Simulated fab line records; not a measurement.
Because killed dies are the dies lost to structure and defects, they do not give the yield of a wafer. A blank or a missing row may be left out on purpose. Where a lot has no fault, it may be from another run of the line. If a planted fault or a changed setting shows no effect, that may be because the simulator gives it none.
What tool caused it? ; flow n5-finfet ; 10 lots, 30 wafers sampled, at 5 steps of a route of 1938

## WHAT THE GAUGES SHOWED, per wafer
N5_BEOL_M11_THK_MEAS_53: measures by xrf.
lot;measured;on;M11_THK (nm)
L131;day 10 20:49;film-metro-02;141.6 140.8 141.1
L132;day 11 07:44;film-metro-02;139.0 144.2 140.1
L141;day 13 07:25;film-metro-02;139.8 141.0 139.5
L143;day 14 05:32;film-metro-01;133.4 132.8 136.4
L145;day 14 07:05;film-metro-02;144.1 142.4 142.3
L149;day 15 17:20;film-metro-02;135.3 139.0 139.5
L151;day 15 16:33;film-metro-02;141.0 140.1 139.7
L152;day 15 22:12;film-metro-02;137.4 140.4 140.3
L150;day 15 21:55;film-metro-01;136.7 139.6 136.7
L153;day 16 11:16;film-metro-01;135.2 135.5 135.0

## TOOL THAT RAN EACH LOT (tool first, then ch and the chambers of the sampled wafers, then the start)
lot;N5_BEOL_M11_PECVD_70;N5_BEOL_M11_TRENCH_ETCH_37;N5_BEOL_M11_DEGAS_44;N5_BEOL_M11_CMP_52
L131;pecvd-01 ch 0,2, day 10 13:13;rie-diel-04 ch 0,2,3, day 10 18:08 or earlier;pvd-sputter-01, day 10 18:08;cmp-04 ch 1,2, day 10 20:34
L132;pecvd-01 ch 0,2, day 10 22:59;rie-diel-05 ch 0,2,3, day 11 06:08 or earlier;pvd-sputter-03, day 11 06:08;cmp-02 ch 0,1,2, day 11 07:26
L141;pecvd-01 ch 0, day 12 23:29;rie-diel-01 ch 0,1, day 13 05:26 or earlier;pvd-sputter-02, day 13 05:26;cmp-03 ch 0,1,3, day 13 07:07
L143;pecvd-01 ch 0,1,2, day 13 20:50;rie-diel-05 ch 1,2, day 14 02:54 or earlier;pvd-sputter-01, day 14 02:54;cmp-03 ch 0,2,3, day 14 05:19
L145;pecvd-01 ch 0,1,2, day 13 22:34;rie-diel-04 ch 1,2,3, day 14 04:16 or earlier;pvd-sputter-02, day 14 04:16;cmp-03 ch 0,1,3, day 14 06:52
L149;pecvd-01 ch 1,2, day 15 07:40;rie-diel-01 ch 0,1,3, day 15 15:23 or earlier;pvd-sputter-02, day 15 15:23;cmp-04 ch 0,2, day 15 17:05
L151;pecvd-02 ch 0,1, day 15 08:25;rie-diel-04 ch 1,2, day 15 14:55 or earlier;pvd-sputter-03, day 15 14:55;cmp-04 ch 0,1,3, day 15 16:15
L152;pecvd-03 ch 0,1, day 15 13:31;rie-diel-05 ch 2,3, day 15 20:34 or earlier;pvd-sputter-02, day 15 20:34;cmp-03 ch 0,1,2, day 15 21:56
L150;pecvd-01 ch 1,2, day 15 14:04;rie-diel-04 ch 1,2,3, day 15 19:55 or earlier;pvd-sputter-02, day 15 19:55;cmp-02 ch 1,2,3, day 15 21:40
L153;pecvd-03 ch 0,1,2, day 16 05:00;rie-diel-01 ch 2,3, day 16 08:05 or earlier;pvd-sputter-02, day 16 08:05;cmp-04 ch 0,3, day 16 10:59
- N5_BEOL_M11_PECVD_70: deposits SiO2 from TEOS/O2, target thk 20 nm, time 22.7 s.
- N5_BEOL_M11_TRENCH_ETCH_37: etches SiCOH lowk in C4F6/O2, target depth 148.83 nm, time 48 s.
- N5_BEOL_M11_DEGAS_44: time 60 s.
- N5_BEOL_M11_CMP_52: polishes, stops on SiCOH lowk, t overpolish 7 s, target thk 140 nm.

## THE ANSWER, worked out from the rows above alone
Rule: the lots themselves supply what counts as usual. The widest of any qualifying gaps counts: lots, ordered by their means at a reading, are off when they make up no more than a third of the lots, leave a main group of 4 or more, and stand apart from it by 3 or more times the standard deviation of that group's means. A main group is skipped when, at the precision printed for the reading in the tables above, its means are all equal. Also off: a lot with no number at a reading for which 4 or more lots have one. Where the step has rows for the other lots, those lots are counted as sound.
None of the lots is off at any reading shown; this tells nothing.

## WHAT HAD BEEN PUT IN BY THE SIMULATOR
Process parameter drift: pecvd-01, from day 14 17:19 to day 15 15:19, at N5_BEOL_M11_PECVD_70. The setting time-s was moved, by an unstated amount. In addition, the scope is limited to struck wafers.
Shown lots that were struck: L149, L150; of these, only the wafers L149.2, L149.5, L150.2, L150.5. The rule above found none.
